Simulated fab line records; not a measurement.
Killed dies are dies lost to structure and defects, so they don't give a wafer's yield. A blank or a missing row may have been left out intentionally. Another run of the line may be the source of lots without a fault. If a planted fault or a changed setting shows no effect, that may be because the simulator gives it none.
A struck lot beside a sound one | flow nand-harc | 15 out of 1159 route steps
Sound: these wafers, L446.1, L446.4, L446.6. Wafers struck: L466.1, L466.2, L466.5. The cause comes at the end.
For every step that has rows: the tool of each side, followed by ch and its chambers, followed by its first start. Under that, the readings that differ: sound wafers | struck wafers | difference of the means | sigmas: that difference in standard deviations of wafers without a fault.
alike: same words and numbers on both sides, and readings whose means sit less than 2 such deviations apart. not compared: any withheld reading, any reading some wafer has no value for, any bound like >300 that may hide the same value, and any number with overlapping values for which the record gives no deviation.
Wherever a step has rows on one side only, a row that says differs or no value, or a row with sigmas, the two part there. Numbers that don't overlap but have no deviation are shown without sigmas and don't part them. A reading missing from all wafers of one side parts the sides only when that side holds two or more wafers.

first, 4 steps without rows for these wafers: NHARC_P_BONDPAD_EBR_05; NHARC_P_BONDPAD_EXPOSE_06 (exposes mask P BPAD); NHARC_P_BONDPAD_PEB_07 (peb time 80 s); NHARC_P_BONDPAD_DEVELOP_08 (time 50 s).
NHARC_P_BONDPAD_CD_MEAS_09 targets a cd of 500 nm.
  sound on cd-sem-02 ch 0, day 7 09:15; struck on cd-sem-03 ch 0, day 11 14:20
  alike: cd-nm
NHARC_P_BONDPAD_OVL_MEAS_38:
  struck on overlay-02, day 11 14:26; sound on overlay-02, day 7 09:20
  alike: overlay-x-nm, overlay-y-nm
then, 1 step without rows for these wafers: NHARC_P_BONDPAD_HARDBAKE_10 (time 65 s).
NHARC_P_BONDPAD_DESCUM_11: chemistry O2, time 3 s.
  sound on rie-diel-04 ch 0,1,2, day 7 09:29; struck on rie-diel-04 ch 0,1,2, day 11 14:34
  alike: drypump-motor-current-A, oes-product-au, rf-vpp-V, showerhead-plenum-p-Torr, throttle-valve-pct
  not compared: rf-hours-counter-h
NHARC_P_BONDPAD_ETCH_37: etches the open film in N2/H2, target depth 60 nm, overetch 18 nm, time 65.91 s.
  sound on rie-diel-04 ch 0,1,2, day 7 09:34; struck on rie-diel-04 ch 0,1, day 11 14:38
  alike: drypump-motor-current-A, oes-product-au, rf-vpp-V, run-length-s, showerhead-plenum-p-Torr, throttle-valve-pct
  not compared: rf-hours-counter-h
NHARC_P_BONDPAD_ETCH_12: etches the open film in CHF3/O2, target depth 200 nm, time 100 s.
  sound on rie-diel-04 ch 0,1,3; struck on rie-diel-04 ch 0,2,3
  reading               | sound             | struck            | difference | sigmas
  oes-product-au (a.u.) | 0.921 0.932 0.937 | 0.966 0.955 0.994 | +0.042     | +2
  alike: drypump-motor-current-A, rf-vpp-V, run-length-s, showerhead-plenum-p-Torr, throttle-valve-pct
  not compared: rf-hours-counter-h
NHARC_P_BONDPAD_CD_MEAS_13:
  struck on cd-sem-03, day 11 14:52; sound on cd-sem-01, day 7 09:47
  alike: cd-nm
NHARC_P_BONDPAD_STRIP_15: strips in O2.
  sound on rie-diel-04 ch 0,1,3, day 7 09:53; struck on rie-diel-04 ch 0,1,3, day 11 14:58
  alike: drypump-motor-current-A, oes-product-au, rf-vpp-V, showerhead-plenum-p-Torr, throttle-valve-pct
  not compared: rf-hours-counter-h
NHARC_P_BONDPAD_ETCH_24: etches the open film in CF4/N2, target depth 30 nm, time 72.99 s.
  sound on rie-diel-04 ch 0,2, day 7 10:01; struck on rie-diel-04 ch 0,3, day 11 15:06
  reading          | sound          | struck            | difference | sigmas
  run-length-s (s) | 94.2 95.2 94.0 | 101.6 100.8 101.7 | +6.9       | +16
  alike: drypump-motor-current-A, oes-product-au, rf-vpp-V, showerhead-plenum-p-Torr, throttle-valve-pct
  not compared: rf-hours-counter-h
then, 1 step without rows for these wafers: NHARC_P_BONDPAD_STRIP_16 (strips in post etch residue remover, time 600 s).
-- break in the record here, with 13 days between the starts of the struck wafers on either side (left off in module P_BONDPAD, picked up again in module END, where the first step shown is number 1159 on the route) --
NHARC_END_SORT_01:
  sound on prober-02 ch 0, day 20 10:45; struck on prober-01 ch 0, day 24 09:12
  alike: defect-limited-yield, killed-at-array, killed-at-other, killed-at-periphery, killed-dies, killed-open, killed-short, sort_bin_2_pct, sort_bin_3_pct, sort_bin_4_pct, sort-n-pass, sort-rim-yield-pct, sort-yield-pct

WHERE THEY PART
At NHARC_P_BONDPAD_ETCH_12 first; at NHARC_P_BONDPAD_ETCH_24 last (within this record only). Later steps at which nothing parts them and some readings are alike: NHARC_END_SORT_01.

WHY: the cause the simulator had injected
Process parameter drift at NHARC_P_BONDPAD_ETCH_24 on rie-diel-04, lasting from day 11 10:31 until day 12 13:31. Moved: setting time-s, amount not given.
